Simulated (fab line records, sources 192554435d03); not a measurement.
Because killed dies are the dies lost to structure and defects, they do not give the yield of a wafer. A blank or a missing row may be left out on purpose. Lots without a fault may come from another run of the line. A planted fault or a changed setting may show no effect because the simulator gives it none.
Which of the tools did it? | flow n5Finfet | 8 lots with 24 wafers sampled at 7 steps, on a route of 1938 steps

== WHAT THE GAUGES SHOWED, per wafer ==
N5_BEOL_M4_OVL_MEAS_12.
lot  | measured     | on         | M4_OVL (nm)
L632 | day 7 06:00  | overlay-01 | -0.3 -0.6 -0.8
L637 | day 8 06:53  | overlay-02 | -0.2 -0.9 0.0
L638 | day 8 22:51  | overlay-02 | -0.4 -1.1 -1.2
L641 | day 10 03:13 | overlay-02 | 0.2 1.2 0.8
L642 | day 10 17:14 | overlay-01 | -1.4 -0.5 -1.3
L647 | day 11 11:14 | overlay-01 | -0.2 -0.7 -0.5
L649 | day 11 21:00 | overlay-01 | -2.0 -1.0 -1.7
L648 | day 12 01:49 | overlay-02 | -0.3 -0.5 -1.2

N5_BEOL_M4_INSPECT_13: inspects for defects (brightfield).
lot  | measured     | on               | rawDefectCount
L632 | day 7 06:03  | defectInspect-01 | 270 355 364
L637 | day 8 06:55  | defectInspect-01 | 260 355 252
L638 | day 8 22:54  | defectInspect-02 | 261 297 408
L641 | day 10 03:16 | defectInspect-02 | 328 446 381
L642 | day 10 17:18 | defectInspect-02 | 320 345 430
L647 | day 11 11:17 | defectInspect-01 | 375 352 378
L649 | day 11 21:04 | defectInspect-02 | 306 731 675
L648 | day 12 01:52 | defectInspect-02 | 360 450 369

N5_BEOL_M4_INSPECT_30: inspects for defects (brightfield).
lot  | measured     | on               | rawDefectCount
L632 | day 7 08:13  | defectInspect-01 | 290 333 360
L637 | day 8 09:35  | defectInspect-01 | 280 341 262
L638 | day 8 23:50  | defectInspect-02 | 274 283 411
L641 | day 10 04:14 | defectInspect-01 | 354 455 408
L642 | day 10 18:18 | defectInspect-02 | 316 343 426
L647 | day 11 12:17 | defectInspect-02 | 365 386 360
L649 | day 11 21:57 | defectInspect-02 | 311 752 691
L648 | day 12 02:47 | defectInspect-01 | 344 455 409

N5_BEOL_M4_RC_MEAS_101.
lot  | measured     | on        | DIBL_N (mV/V)  | DIBL_P (mV/V)  | IOFF_N (nA/um) | IOFF_P (nA/um) | ION_N (uA/um) | ION_P (uA/um) | SS_N (mV/dec)  | SS_P (mV/dec)  | VT_N (mV)   | VT_P (mV)
L632 | day 7 16:35  | prober-02 | 35.6 35.3 33.9 | 36.5 36.0 34.0 | 0.14 0.14 0.12 | 0.22 0.20 0.17 | 673 678 674   | 468 464 462   | 72.2 71.1 71.0 | 74.0 73.4 73.0 | 250 250 253 | -248 -252 -252
L637 | day 8 18:22  | prober-02 | 34.0 36.1 35.6 | 33.5 35.7 35.3 | 0.12 0.16 0.13 | 0.19 0.22 0.20 | 662 679 662   | 460 470 464   | 70.9 70.9 70.7 | 72.6 72.7 72.9 | 253 248 252 | -251 -248 -249
L638 | day 9 18:02  | prober-02 | 36.5 37.8 38.6 | 36.2 37.1 38.2 | 0.16 0.18 0.20 | 0.21 0.23 0.25 | 676 693 684   | 465 464 471   | 71.3 71.6 72.5 | 72.6 72.4 73.0 | 249 246 246 | -251 -248 -247
L641 | day 10 21:28 | prober-02 | 35.7 33.1 35.6 | 36.3 33.1 35.3 | 0.16 0.12 0.16 | 0.18 0.14 0.17 | 688 658 684   | 465 447 457   | 71.5 70.5 70.8 | 73.7 72.7 73.5 | 248 251 248 | -252 -258 -256
L642 | day 11 00:13 | prober-02 | 33.3 34.1 34.9 | 32.4 35.3 33.7 | 0.10 0.12 0.12 | 0.14 0.17 0.15 | 656 665 649   | 457 457 447   | 70.1 70.3 70.9 | 71.9 73.2 72.8 | 252 253 253 | -255 -255 -258
L647 | day 12 04:47 | prober-01 | 35.3 34.1 37.2 | 38.2 35.7 39.6 | 0.16 0.14 0.20 | 0.22 0.18 0.25 | 668 680 685   | 457 469 466   | 71.4 71.1 72.2 | 74.3 73.4 74.7 | 250 249 245 | -250 -251 -250
L649 | day 12 07:35 | prober-01 | 32.6 34.0 33.3 | 32.8 34.3 33.3 | 0.12 0.14 0.12 | 0.17 0.19 0.17 | 659 673 674   | 464 467 463   | 70.5 70.6 70.7 | 71.4 72.4 71.8 | 253 252 251 | -250 -250 -251
L648 | day 12 10:49 | prober-02 | 37.9 36.4 36.6 | 38.3 35.6 38.0 | 0.17 0.15 0.17 | 0.22 0.18 0.21 | 667 671 690   | 454 454 467   | 72.1 71.3 71.4 | 74.6 73.2 73.1 | 249 252 251 | -252 -254 -251

== TOOL THAT RAN EACH LOT (tool first, then ch and the chambers of the sampled wafers, then the start) ==
lot  | N5_BEOL_M4_PECVD_72             | N5_BEOL_M4_ETCH_64                | N5_BEOL_M4_STRIP_66
L632 | pecvd-04 ch 0,1, day 7 05:28    | rieDiel-05 ch 2,3, day 7 07:25    | rieDiel-05 ch 2,3, day 7 07:33
L637 | pecvd-03 ch 0,1,2, day 8 05:26  | rieDiel-02 ch 0,1,2, day 8 08:44  | rieDiel-02 ch 0,1,2, day 8 08:53
L638 | pecvd-03 ch 1,2, day 8 22:22    | rieDiel-02 ch 1,2,3, day 8 23:01  | rieDiel-02 ch 1,2,3, day 8 23:09
L641 | pecvd-02 ch 0,1,2, day 10 02:22 | rieDiel-01 ch 0,1,3, day 10 03:25 | rieDiel-01 ch 0,1,3, day 10 03:33
L642 | pecvd-04 ch 0,2, day 10 16:29   | rieDiel-02 ch 0,1, day 10 17:32   | rieDiel-02 ch 0,1, day 10 17:40
L647 | pecvd-03 ch 1,2, day 11 09:10   | rieDiel-05 ch 1,3, day 11 11:24   | rieDiel-05 ch 1,3, day 11 11:32
L649 | pecvd-04 ch 0,2, day 11 19:55   | rieDiel-02 ch 0,1,2, day 11 21:11 | rieDiel-02 ch 0,1,2, day 11 21:19
L648 | pecvd-02 ch 0,2, day 11 23:28   | rieDiel-05 ch 0,1,2, day 12 01:59 | rieDiel-05 ch 0,1,2, day 12 02:07
- N5_BEOL_M4_PECVD_72: deposits SiO2 from TEOS/O2, target thk 16 nm, time 18 s.
- N5_BEOL_M4_ETCH_64: etches SOC in N2/H2, target depth 75 nm, overetch 22.5 nm, time 121.9 s.
- N5_BEOL_M4_STRIP_66: strips in CF4.

== WHAT THE TOOLS THEMSELVES READ (means of the sampled wafers that have a number; where no wafer has one, the mark that the record gives instead) ==
N5_BEOL_M4_PECVD_72.
lot  | tool     | heaterPowerW (W) | showerheadPlenumPTorr (Torr) | throttleValvePct (%)
L632 | pecvd-04 | 677              | 8.75                         | 22.4
L637 | pecvd-03 | 716              | 8.83                         | 22.1
L638 | pecvd-03 | 635              | 8.87                         | 22.2
L641 | pecvd-02 | 628              | 8.79                         | 21.5
L642 | pecvd-04 | 649              | 8.72                         | 22.1
L647 | pecvd-03 | 679              | 8.88                         | 21.0
L649 | pecvd-04 | 706              | 8.72                         | 22.0
L648 | pecvd-02 | 599              | 8.77                         | 21.8

N5_BEOL_M4_ETCH_64.
lot  | tool       | drypumpMotorCurrentA (A) | n2FlowSccm (sccm) | oesProductAu (a.u.) | rfVppV (V) | showerheadPlenumPTorr (Torr) | throttleValvePct (%)
L632 | rieDiel-05 | 5.6                      | 199.6             | 0.57                | 525.4      | 2.57                         | 17.85
L637 | rieDiel-02 | 5.9                      | 200.4             | 0.60                | 523.6      | 2.56                         | 17.72
L638 | rieDiel-02 | 6.1                      | 199.7             | 0.58                | 524.9      | 2.58                         | 17.77
L641 | rieDiel-01 | 6.0                      | 200.4             | 0.63                | 525.1      | 2.61                         | 17.91
L642 | rieDiel-02 | 5.6                      | 201.1             | 0.55                | 522.4      | 2.49                         | 17.83
L647 | rieDiel-05 | 5.7                      | 199.0             | 0.59                | 525.9      | 2.61                         | 17.63
L649 | rieDiel-02 | 6.0                      | 200.2             | 0.58                | 523.4      | 2.54                         | 17.76
L648 | rieDiel-05 | 5.8                      | 200.1             | 0.64                | 522.6      | 2.50                         | 17.69

N5_BEOL_M4_STRIP_66.
lot  | tool       | biasPowerW (W) | drypumpMotorCurrentA (A) | oesProductAu (a.u.) | rfVppV (V) | showerheadPlenumPTorr (Torr) | throttleValvePct (%)
L632 | rieDiel-05 | 74.88          | 5.6                      | 0.73                | 270.8      | 1.82                         | 13.72
L637 | rieDiel-02 | 74.90          | 5.9                      | 0.78                | 271.8      | 1.80                         | 13.52
L638 | rieDiel-02 | 74.68          | 6.1                      | 0.76                | 270.3      | 1.81                         | 13.53
L641 | rieDiel-01 | 75.04          | 6.0                      | 0.83                | 271.7      | 1.84                         | 13.68
L642 | rieDiel-02 | 74.95          | 5.6                      | 0.71                | 270.7      | 1.76                         | 13.68
L647 | rieDiel-05 | 75.22          | 5.7                      | 0.77                | 272.3      | 1.86                         | 13.59
L649 | rieDiel-02 | 74.99          | 6.0                      | 0.75                | 271.2      | 1.79                         | 13.60
L648 | rieDiel-05 | 74.84          | 5.8                      | 0.83                | 269.6      | 1.77                         | 13.45

== THE ANSWER, worked out from the rows above alone ==
Rule: the usual values come from the lots themselves. The widest of any qualifying gaps counts: lots, ordered by their means at a reading, are off when they make up no more than a third of the lots, leave a main group of 4 or more, and stand apart from it by 3 or more times the standard deviation of that group's means. If all means in a main group match to the digits the tables above print for the reading, that group is not used. Also off: a lot with no number at a reading for which 4 or more lots have one. Any other lot the step has rows for is counted as sound. First the gauges in route order, then the tools' own readings, where a lot's mean is used as printed above. At the first step where some lot is off, the reading lying furthest off is the one used; lots without a number count as furthest.
Off: L649, at N5_BEOL_M4_INSPECT_13 (rawDefectCount). For the main group the mean is 350 and the standard deviation 35.
A tool fits if, at a process step before that reading, it ran every lot that is off, and no sound lot after the first of them. Gauges at N5_BEOL_M4_INSPECT_13: tried the same way as those tools. One fits: N5_BEOL_M4_PECVD_72 on pecvd-04. A fault onset in the window from L642 (day 10 16:29, its last sound lot) to L649 (day 11 19:55, its first lot off) fits.

== WHAT THE SIMULATOR PUT IN ==
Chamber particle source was pecvd-04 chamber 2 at N5_BEOL_M4_PECVD_72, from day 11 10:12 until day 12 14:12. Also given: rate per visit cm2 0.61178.
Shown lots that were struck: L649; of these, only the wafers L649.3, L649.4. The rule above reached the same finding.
